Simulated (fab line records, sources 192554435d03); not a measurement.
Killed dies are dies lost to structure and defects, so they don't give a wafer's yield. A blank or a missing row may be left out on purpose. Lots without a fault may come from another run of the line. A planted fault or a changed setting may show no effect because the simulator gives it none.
Which tool did it? | flow n5_finfet | 24 lots, 72 wafers sampled, at 4 steps of a route of 1938

WHAT THE GAUGES READ, wafer by wafer
N5_BEOL_M8_RS_MEAS_57: measures by four-point-probe.
lot  | measured     | on            | M8_RS (ohm/sq)
L075 | day 9 15:53  | film_metro-02 | 0.288 0.285 0.289
L074 | day 9 20:58  | film_metro-01 | 0.298 0.292 0.277
L077 | day 10 02:11 | film_metro-01 | 0.283 0.279 0.282
L076 | day 10 02:38 | film_metro-02 | 0.283 0.298 0.281
L078 | day 10 21:22 | film_metro-02 | 0.285 0.280 0.300
L079 | day 11 00:20 | film_metro-02 | 0.277 0.291 0.273
L081 | day 11 08:44 | film_metro-02 | 0.283 0.279 0.298
L082 | day 11 18:50 | film_metro-02 | 0.297 0.289 0.271
L080 | day 12 00:43 | film_metro-02 | 0.291 0.287 0.291
L083 | day 12 04:56 | film_metro-02 | 0.278 0.291 0.296
L084 | day 12 15:24 | film_metro-02 | 0.292 0.270 0.290
L085 | day 12 17:25 | film_metro-01 | 0.279 0.293 0.285
L086 | day 12 17:27 | film_metro-02 | 0.278 0.286 0.297
L087 | day 12 22:19 | film_metro-02 | 0.296 0.289 0.284
L088 | day 12 22:43 | film_metro-02 | 0.288 0.287 0.289
L089 | day 13 08:58 | film_metro-02 | 0.276 0.293 0.281
L090 | day 13 14:29 | film_metro-01 | 0.295 0.288 0.278
L092 | day 13 23:38 | film_metro-01 | 0.277 0.274 0.287
L091 | day 14 06:48 | film_metro-02 | 0.283 0.290 0.278
L093 | day 14 07:02 | film_metro-01 | 0.295 0.292 0.278
L094 | day 14 13:47 | film_metro-02 | 0.280 0.273 0.291
L095 | day 14 23:31 | film_metro-02 | 0.291 0.285 0.297
L096 | day 15 03:04 | film_metro-02 | 0.278 0.284 0.285
L097 | day 16 02:14 | film_metro-02 | 0.294 0.275 0.298

N5_BEOL_M9_CD_MEAS_28: target cd 70 nm.
lot  | measured     | on        | cd_nm (nm)
L075 | day 9 20:58  | cd_sem-01 | 69.66 69.82 69.86
L074 | day 10 01:09 | cd_sem-02 | 70.05 69.30 70.20
L077 | day 10 05:33 | cd_sem-03 | 70.57 70.58 70.38
L076 | day 10 08:38 | cd_sem-02 | 69.98 69.81 70.32
L078 | day 11 02:44 | cd_sem-01 | 70.31 70.10 70.39
L079 | day 11 04:40 | cd_sem-01 | 70.12 69.88 69.94
L081 | day 11 14:38 | cd_sem-01 | 70.21 70.11 70.03
L082 | day 12 01:09 | cd_sem-01 | 69.63 69.55 69.78
L080 | day 12 04:16 | cd_sem-01 | 70.12 70.21 69.63
L083 | day 12 08:20 | cd_sem-02 | 69.92 69.71 69.86
L084 | day 12 20:22 | cd_sem-01 | 70.19 69.32 70.02
L085 | day 12 20:17 | cd_sem-02 | 70.06 70.36 69.66
L086 | day 12 20:19 | cd_sem-03 | 69.85 69.97 69.98
L087 | day 13 02:47 | cd_sem-02 | 70.12 69.96 69.48
L088 | day 13 02:52 | cd_sem-01 | 70.49 70.39 70.20
L089 | day 13 17:59 | cd_sem-03 | 70.74 70.13 69.81
L090 | day 13 19:24 | cd_sem-03 | 69.80 70.56 70.58
L092 | day 14 02:15 | cd_sem-03 | 69.94 70.55 70.37
L091 | day 14 11:32 | cd_sem-01 | 70.12 70.04 69.82
L093 | day 14 11:20 | cd_sem-03 | 70.12 69.84 70.12
L094 | day 14 20:11 | cd_sem-01 | 70.18 70.00 69.87
L095 | day 15 04:21 | cd_sem-01 | 70.12 69.97 70.27
L096 | day 15 09:20 | cd_sem-03 | 70.43 69.98 70.11
L097 | day 16 08:12 | cd_sem-03 | 70.03 69.80 69.67

WHICH TOOL RAN EACH LOT (tool, then ch and the chambers of the sampled wafers, then the start)
lot  | N5_BEOL_M8_DEGAS_44          | N5_BEOL_M8_ANNEAL_51
L075 | pvd_sputter-03, day 9 13:50  | rtp_anneal-01 ch 0, day 9 15:10
L074 | pvd_sputter-02, day 9 19:17  | rtp_anneal-01 ch 0, day 9 20:17
L077 | pvd_sputter-03, day 9 22:54  | rtp_anneal-01 ch 0, day 10 01:26
L076 | pvd_sputter-01, day 9 23:05  | rtp_anneal-02 ch 0, day 10 01:52
L078 | pvd_sputter-01, day 10 19:46 | rtp_anneal-02 ch 0, day 10 20:41
L079 | pvd_sputter-03, day 10 22:43 | rtp_anneal-01 ch 0, day 10 23:39
L081 | pvd_sputter-03, day 11 06:20 | rtp_anneal-02 ch 0, day 11 07:53
L082 | pvd_sputter-03, day 11 16:28 | rtp_anneal-01 ch 0, day 11 18:04
L080 | pvd_sputter-03, day 11 22:50 | rtp_anneal-02 ch 0, day 12 00:08
L083 | pvd_sputter-03, day 12 03:16 | rtp_anneal-02 ch 0, day 12 04:11
L084 | pvd_sputter-02, day 12 13:44 | rtp_anneal-02 ch 0, day 12 14:45
L085 | pvd_sputter-01, day 12 15:19 | rtp_anneal-02 ch 0, day 12 16:44
L086 | pvd_sputter-02, day 12 15:25 | rtp_anneal-01 ch 0, day 12 16:43
L087 | pvd_sputter-01, day 12 19:58 | rtp_anneal-01 ch 0, day 12 21:35
L088 | pvd_sputter-02, day 12 21:11 | rtp_anneal-02 ch 0, day 12 22:02
L089 | pvd_sputter-01, day 13 07:11 | rtp_anneal-02 ch 0, day 13 08:14
L090 | pvd_sputter-03, day 13 12:47 | rtp_anneal-01 ch 0, day 13 13:45
L092 | pvd_sputter-03, day 13 21:02 | rtp_anneal-01 ch 0, day 13 23:03
L091 | pvd_sputter-01, day 14 04:55 | rtp_anneal-01 ch 0, day 14 06:05
L093 | pvd_sputter-02, day 14 05:26 | rtp_anneal-02 ch 0, day 14 06:19
L094 | pvd_sputter-01, day 14 12:12 | rtp_anneal-02 ch 0, day 14 13:10
L095 | pvd_sputter-03, day 14 21:39 | rtp_anneal-02 ch 0, day 14 22:51
L096 | pvd_sputter-03, day 14 23:55 | rtp_anneal-02 ch 0, day 15 02:21
L097 | pvd_sputter-03, day 15 23:01 | rtp_anneal-01 ch 0, day 16 01:29
- N5_BEOL_M8_DEGAS_44: time 60 s.
- N5_BEOL_M8_ANNEAL_51: time 90 s.

WHAT THE TOOLS THEMSELVES READ (means of the sampled wafers that have a number; where no wafer has one, the mark that the record gives instead)
N5_BEOL_M8_DEGAS_44.
lot  | tool           | heater_power_w (W)
L075 | pvd_sputter-03 | 355
L074 | pvd_sputter-02 | 337
L077 | pvd_sputter-03 | 311
L076 | pvd_sputter-01 | 311
L078 | pvd_sputter-01 | 292
L079 | pvd_sputter-03 | 327
L081 | pvd_sputter-03 | 331
L082 | pvd_sputter-03 | 375
L080 | pvd_sputter-03 | 377
L083 | pvd_sputter-03 | 356
L084 | pvd_sputter-02 | 362
L085 | pvd_sputter-01 | 290
L086 | pvd_sputter-02 | 333
L087 | pvd_sputter-01 | 297
L088 | pvd_sputter-02 | 338
L089 | pvd_sputter-01 | 293
L090 | pvd_sputter-03 | 335
L092 | pvd_sputter-03 | 312
L091 | pvd_sputter-01 | 308
L093 | pvd_sputter-02 | 362
L094 | pvd_sputter-01 | 300
L095 | pvd_sputter-03 | 359
L096 | pvd_sputter-03 | 332
L097 | pvd_sputter-03 | 358

N5_BEOL_M8_ANNEAL_51.
lot  | tool          | wafer_temp_C_max
L075 | rtp_anneal-01 | 225.66
L074 | rtp_anneal-01 | 225.77
L077 | rtp_anneal-01 | 226.01
L076 | rtp_anneal-02 | 225.69
L078 | rtp_anneal-02 | 225.72
L079 | rtp_anneal-01 | 226.05
L081 | rtp_anneal-02 | 225.67
L082 | rtp_anneal-01 | 225.93
L080 | rtp_anneal-02 | 225.87
L083 | rtp_anneal-02 | 225.86
L084 | rtp_anneal-02 | 225.56
L085 | rtp_anneal-02 | 225.74
L086 | rtp_anneal-01 | 225.80
L087 | rtp_anneal-01 | 225.61
L088 | rtp_anneal-02 | 225.71
L089 | rtp_anneal-02 | 225.78
L090 | rtp_anneal-01 | 225.77
L092 | rtp_anneal-01 | 225.74
L091 | rtp_anneal-01 | 225.74
L093 | rtp_anneal-02 | 225.97
L094 | rtp_anneal-02 | 226.01
L095 | rtp_anneal-02 | 225.85
L096 | rtp_anneal-02 | 225.56
L097 | rtp_anneal-01 | 225.51

THE ANSWER, worked out from the rows above alone
Rule: what is usual is taken from the lots themselves. Put in order of their means at a reading, lots are off if they are a third of the lots or fewer, leave a main group of 4 or more, and stand apart from it by a gap of 3 or more times the standard deviation of the main group's means; of several such gaps the widest counts. A main group whose means are all the same, to the digits that the tables above print for the reading, isn't used. A lot without any number at a reading at which 4 lots or more have one is off too. The other lots that the step has rows for count as sound. The gauges are gone through in route order, then the tools' own readings, and for those a lot's mean is taken as printed above. The first step at which some lot is off is used, and at that step the reading that is off furthest; a lot without a number counts as furthest.
No lot is off at any reading shown: from this, nothing can be told.

WHAT THE SIMULATOR HAD PUT IN
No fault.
